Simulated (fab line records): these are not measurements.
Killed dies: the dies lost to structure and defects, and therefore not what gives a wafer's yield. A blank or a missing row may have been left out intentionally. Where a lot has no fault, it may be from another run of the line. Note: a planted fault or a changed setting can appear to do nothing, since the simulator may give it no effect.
Split-lot study    flow n5Finfet    7 lots, 21 wafers read, on a route of 1938 steps

== ON THE SPLIT ==
At N5_BEOL_M6_EXPOSE_08 (exposes mask M6), the setting doseMj was moved away from the recipe's 68.25 on 8 of the 21 wafers read, by -7.5% to +6.1%. All remaining wafers had this setting at the recipe value.

== FROM THE SPLIT TO THE READING: what the file shows between them, 18 steps ==
- N5_BEOL_M6_PEB_09: peb time 60 s
- N5_BEOL_M6_DEVELOP_10: develop time 30 s
- N5_BEOL_M6_CD_MEAS_11: target cd 38.5 nm
- N5_BEOL_M6_DESCUM_16: chemistry O2, time 7.9 s
- N5_BEOL_M6_ETCH_61: etches SiARC in CF4, target depth 45.5 nm, time 75.8 s
- N5_BEOL_M6_ETCH_62: etches SOC in N2/H2, target depth 110 nm, overetch 22 nm, time 165 s
- N5_BEOL_M6_STRIP_68: strips in N2/H2
- N5_BEOL_M6_STRIP_67: strips in CF4
- N5_BEOL_M6_HM_OPEN_17: chemistry Cl2/BCl3, target TiN, target depth 20 nm, overetch 6 nm
- N5_BEOL_M6_STRIP_19: strips in O2
- N5_BEOL_M6_CD_MEAS_18: pitch 80 nm, target cd 40 nm
- N5_BEOL_M6_COAT_63: time 60 s, resist thk 60 nm
- N5_BEOL_M6_COAT_64: time 60 s, resist thk 12 nm
- N5_BEOL_M6_STRIP_80: strips in N2/H2, time 10 s
- N5_BEOL_M6_HM_STRIP_39: strips TiN in peroxide tin strip, target depth 25 nm, time 158 s
- N5_BEOL_M6_SRD_40: time 30 s
- N5_BEOL_M6_PRECLEAN_42: cleans in residue remover, time 60 s
- N5_BEOL_M6_SRD_43: time 30 s

== THE READING ==
cdNm, in nm, at N5_BEOL_M6_CD_MEAS_35 (target cd 40 nm, target cd y 28 nm). A value of 39.9 nm with a standard deviation of 0.59 nm is what fault-free wafers of this fab line usually give.

wafer   tool, chamber at the split  doseMj as run  against the recipe  cdNm, nm  against lot-mates on the recipe
L078.3  arfiScanner-01, 0           68.25          recipe              40.2      -
L078.4  arfiScanner-01, 0           68.25          recipe              39.2      -
L078.6  arfiScanner-01, 0           68.25          recipe              39.8      -
L079.1  arfiScanner-02, 0           68.25          recipe              40.2      -
L079.3  arfiScanner-02, 0           68.25          recipe              39.3      -
L079.5  arfiScanner-02, 0           68.25          recipe              40.3      -
L083.2  arfiScanner-02, 0           68.25          recipe              40.3      -
L083.5  arfiScanner-02, 0           66.76          -2.2%               38.9      -1.4
L083.6  arfiScanner-02, 0           66.76          -2.2%               39.0      -1.3
L084.2  arfiScanner-03, 0           63.15          -7.5%               37.3      no lot-mate on the recipe
L084.3  arfiScanner-03, 0           63.15          -7.5%               36.4      no lot-mate on the recipe
L084.4  arfiScanner-03, 0           63.15          -7.5%               36.8      no lot-mate on the recipe
L085.1  arfiScanner-03, 0           68.25          recipe              39.9      -
L085.5  arfiScanner-03, 0           68.25          recipe              39.7      -
L085.6  arfiScanner-03, 0           68.25          recipe              39.9      -
L088.1  arfiScanner-03, 0           68.25          recipe              40.5      -
L088.3  arfiScanner-03, 0           70.96          +4.0%               42.6      +2.5
L088.5  arfiScanner-03, 0           68.25          recipe              39.8      -
L087.1  arfiScanner-02, 0           68.25          recipe              40.1      -
L087.2  arfiScanner-02, 0           72.44          +6.1%               43.3      +3.2
L087.3  arfiScanner-02, 0           72.44          +6.1%               43.1      +3.0

FIT RESULTS
A straight line over all 21 wafers: cdNm changes by +0.47 nm for each +1% of doseMj; r = +0.97; the points scatter about the line by 0.41 nm.
The same after taking each lot's own level away (the mean of its wafers on the recipe; 18 wafers): +0.536 nm for each +1%; r = +0.97; scatter 0.32 nm.
That fit puts the effect of the largest move of doseMj on the reading at 4 nm.
From 39.73 to 40.30 nm: that is the span of the lots' own levels, equal to 1.0 times the standard deviation above.
So the slope is not independent of the lot-to-lot level: the two fits are not the same.
Check: for one of the wafers moved furthest among these (+6.1%), held out of the fit, the line's prediction against its lot-mates is +3.31 nm. It came out at +3.2 nm against them.

== THESE WAFERS: OTHER SPLITS ==
These wafers also went through other splits before the reading. Each is held against what the fit with the lots' levels taken away leaves over:
other split on the same wafers  wafers away from the commonest value  r with cdNm (lot level and that fit taken away)
N5_BEOL_M5_COAT_22 spinRpm      8                                     +0.33
N5_BEOL_M6_PECVD_70 tempC       5                                     -0.03

== THE WHOLE CHAIN: every reading that the file lists as answering this split, in the file's order ==
step                   what it does                                                          reading                                                              change (the file's fit)                r (the file's)
N5_BEOL_M6_CD_MEAS_11  target cd 38.5 nm                                                     cdNm                                                                 +0.609 nm for each +1% of the setting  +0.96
N5_BEOL_M6_ETCH_61     etches SiARC in CF4, target depth 45.5 nm, time 75.8 s                BEOL_M6.cdOffsetNm (the simulator's own value, which no gauge read)  +0.56 nm for each +1% of the setting   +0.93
N5_BEOL_M6_ETCH_62     etches SOC in N2/H2, target depth 110 nm, overetch 22 nm, time 165 s  BEOL_M6.cdOffsetNm (the simulator's own value, which no gauge read)  +0.519 nm for each +1% of the setting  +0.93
N5_BEOL_M6_HM_OPEN_17  chemistry Cl2/BCl3, target TiN, target depth 20 nm, overetch 6 nm     BEOL_M6.cdOffsetNm (the simulator's own value, which no gauge read)  +0.526 nm for each +1% of the setting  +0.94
N5_BEOL_M6_CD_MEAS_18  pitch 80 nm, target cd 40 nm                                          cdNm                                                                 +0.51 nm for each +1% of the setting   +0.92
N5_BEOL_M6_CD_MEAS_35  target cd 40 nm, target cd y 28 nm                                    cdNm                                                                 +0.542 nm for each +1% of the setting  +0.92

== FILE'S OWN FIT ==
cdNm changes by +0.542 nm for each +1% of doseMj, r = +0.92.
